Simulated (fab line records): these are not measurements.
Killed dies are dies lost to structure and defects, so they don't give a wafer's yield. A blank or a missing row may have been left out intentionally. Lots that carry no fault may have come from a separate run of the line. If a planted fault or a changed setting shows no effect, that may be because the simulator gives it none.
Split-lot trial    flow n5-finfet    route with 1938 steps; 7 lots, 21 wafers read

## ABOUT THE SPLIT
At N5_FIN_SAQP_SPACER1_ALD_24 (deposits SiO2, target thk 20.3 nm, pulse time 1 s, purge time 2 s), the setting ald-cycles was moved away from the recipe's 218 on 4 of the 21 wafers read, by -7.3% to +11.5%. For the rest of the wafers, this setting stayed at what the recipe calls for.

## FROM THE SPLIT TO THE READING: what the file shows between them, 2 steps
- N5_FIN_SAQP_SPACER1_ETCHBACK_25: etches SiO2 in CHF3/O2, target depth 24.4 nm, time 12.2 s
- N5_FIN_SAQP_MANDREL1_REMOVE_56: chemistry HBr/Cl2/O2, target a-Si, stops on SiNx, bt time 10 s

## THE READING
cd-nm, in nm, at N5_FIN_SAQP_CD_MEAS_27 (target cd 20 nm). A value of 20.31 nm with a standard deviation of 0.22 nm is what fault-free wafers of this fab line usually give.

wafer   tool, chamber at the split  ald-cycles as run  against the recipe  cd-nm, nm  against lot-mates on the recipe
L075.4  ald-sin-02, 0,2             208                -4.6%               19.44      -1.07
L075.5  ald-sin-02, 0,2             208                -4.6%               19.42      -1.09
L075.6  ald-sin-02, 1               218                recipe              20.51      -
L080.2  ald-sin-02, 3,0,2           218                recipe              20.21      -
L080.4  ald-sin-02, 3,0,2           218                recipe              20.29      -
L080.6  ald-sin-02, 3,0,2           218                recipe              20.28      -
L087.1  ald-sin-03, 1,0             218                recipe              20.09      -
L087.2  ald-sin-03, 2               218                recipe              20.17      -
L087.5  ald-sin-03, 1,0             218                recipe              20.54      -
L091.1  ald-sin-03, 0,3             218                recipe              20.09      -
L091.3  ald-sin-03, 0,3             218                recipe              20.34      -
L091.5  ald-sin-03, 2               218                recipe              20.33      -
L092.2  ald-sin-01, 3               218                recipe              20.34      -
L092.3  ald-sin-01, 0               218                recipe              19.87      -
L092.4  ald-sin-01, 1               202                -7.3%               18.77      -1.34
L095.1  ald-sin-02, 1,0             218                recipe              20.32      -
L095.4  ald-sin-02, 1,0             218                recipe              20.01      -
L095.6  ald-sin-02, 0               218                recipe              20.20      -
L096.1  ald-sin-01, 1,3             218                recipe              20.31      -
L096.2  ald-sin-01, 2               243                +11.5%              22.78      +2.43
L096.5  ald-sin-01, 1,3             218                recipe              20.40      -
When a row names more than one chamber, that row covers several wafers, and the file does not tell which wafer ran in which chamber.

FIT RESULTS
A straight line over all 21 wafers: cd-nm changes by +0.209 nm for each +1% of ald-cycles; r = +0.97; the points scatter about the line by 0.17 nm.
The same after taking each lot's own level away (the mean of its wafers on the recipe; 21 wafers): +0.209 nm for each +1%; r = +0.98; scatter 0.14 nm.
Per that fit: largest ald-cycles move, reading shift of 2.4 nm.
The lots' own levels span 20.105 to 20.510 nm, that is 1.8 times the standard deviation above.
Hence the lot-to-lot level has little effect on the slope; both slopes agree.
Check: with one of the wafers moved furthest among these (+11.5%) left out of the fit, the line predicts +2.34 nm for it against its lot-mates. Against them it came out at +2.43 nm.

## OTHER SPLITS ON THESE WAFERS
Note: prior to the reading, these wafers also went through further splits. Each is held against what the fit with the lots' levels taken away leaves over:
other split on the same wafers           wafers away from the commonest value  r with cd-nm (lot level and that fit taken away)
N5_ZERO_LAYER_PECVD_02 time-s            8                                     -0.16
N5_ZERO_LAYER_COAT_05 spin-rpm           5                                     +0.56
N5_ZERO_LAYER_EXPOSE_08 dose-mj          7                                     +0.04
N5_ZERO_LAYER_DEVELOP_10 develop-time-s  8                                     -0.09
N5_FIN_SAQP_MANDREL_ETCH_22 icp-w        5                                     -0.34

## THE WHOLE CHAIN: every reading that the file lists as answering this split, in the file's order
step                            what it does                                                       reading                                                                                  change (the file's fit)                r (the file's)
N5_FIN_SAQP_SPACER1_ALD_24      deposits SiO2, target thk 20.3 nm, pulse time 1 s, purge time 2 s  SiO2_of_FIN_SAQP_SPACER1_ALD_24.thk-nm (the simulator's own value, which no gauge read)  +0.193 nm for each +1% of the setting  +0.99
N5_FIN_SAQP_MANDREL1_REMOVE_56  chemistry HBr/Cl2/O2, target a-Si, stops on SiNx, bt time 10 s     FIN_SAQP.cd-nm (the simulator's own value, which no gauge read)                          +0.212 nm for each +1% of the setting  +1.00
N5_FIN_SAQP_CD_MEAS_27          target cd 20 nm                                                    cd-nm                                                                                    +0.207 nm for each +1% of the setting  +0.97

## THE FILE'S OWN FIT
cd-nm changes by +0.207 nm for each +1% of ald-cycles, r = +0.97.
